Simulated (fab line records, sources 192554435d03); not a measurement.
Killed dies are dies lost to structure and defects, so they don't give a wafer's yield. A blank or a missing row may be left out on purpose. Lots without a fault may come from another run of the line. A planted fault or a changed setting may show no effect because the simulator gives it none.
Chamber matching | flow n5_finfet | N5_BEOL_M9_ETCH_66 on rie_diel-01: 4 sister chambers
The step etches SOC in N2/H2, target depth 80 nm, overetch 16 nm, time 120 s. 4 wafers are shown with their chamber, then 11 later ones without.

WAFERS WITH THEIR CHAMBER
wafer  | chamber | showerhead_plenum_p_Torr (Torr)
L080.1 | 2       | 2.44
L088.1 | 1       | 2.47
L088.4 | 3       | 2.56
L091.2 | 0       | 2.45

WAFERS WITHOUT THEIR CHAMBER
wafer  | showerhead_plenum_p_Torr (Torr)
L091.3 | 2.56
L091.5 | 2.45
L095.2 | 2.43
L095.5 | 2.43
L095.6 | 2.55
L097.1 | 2.55
L097.2 | 2.43
L097.3 | 2.45
L097.4 | 2.46
L097.5 | 2.46
L097.6 | 2.43

WHICH CHAMBER EACH WENT THROUGH
wafer  | from the rows above          | in truth
L091.3 | 3                            | 3
L091.5 | can't be placed: 0 or 2      | 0
L095.2 | can't be placed: 2 or 0      | 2
L095.5 | can't be placed: 2 or 0      | 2
L095.6 | 3                            | 3
L097.1 | 3                            | 3
L097.2 | can't be placed: 2 or 0      | 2
L097.3 | can't be placed: 0 or 2      | 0
L097.4 | can't be placed: 0 or 1 or 2 | 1
L097.5 | can't be placed: 0 or 1 or 2 | 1
L097.6 | can't be placed: 2 or 0      | 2
Placed correctly: 3 of 11. Can't be placed from these rows: 8 (the true chamber is among the candidates in 8). Placed wrongly: 0.
How it was worked out, from the rows above alone: a wafer's distance from a chamber is the root of the sum, over the readings, of the square of ((its reading less the chamber's mean) divided by the reading's scatter). The wafer belongs to the nearest chamber; if the next one is less than 2 further off, it can't be placed. A chamber's mean is the mean of its shown wafers. The scatter: with one shown wafer a chamber, the root of the mean of the squares of how far each hidden wafer lies from its nearest shown one.
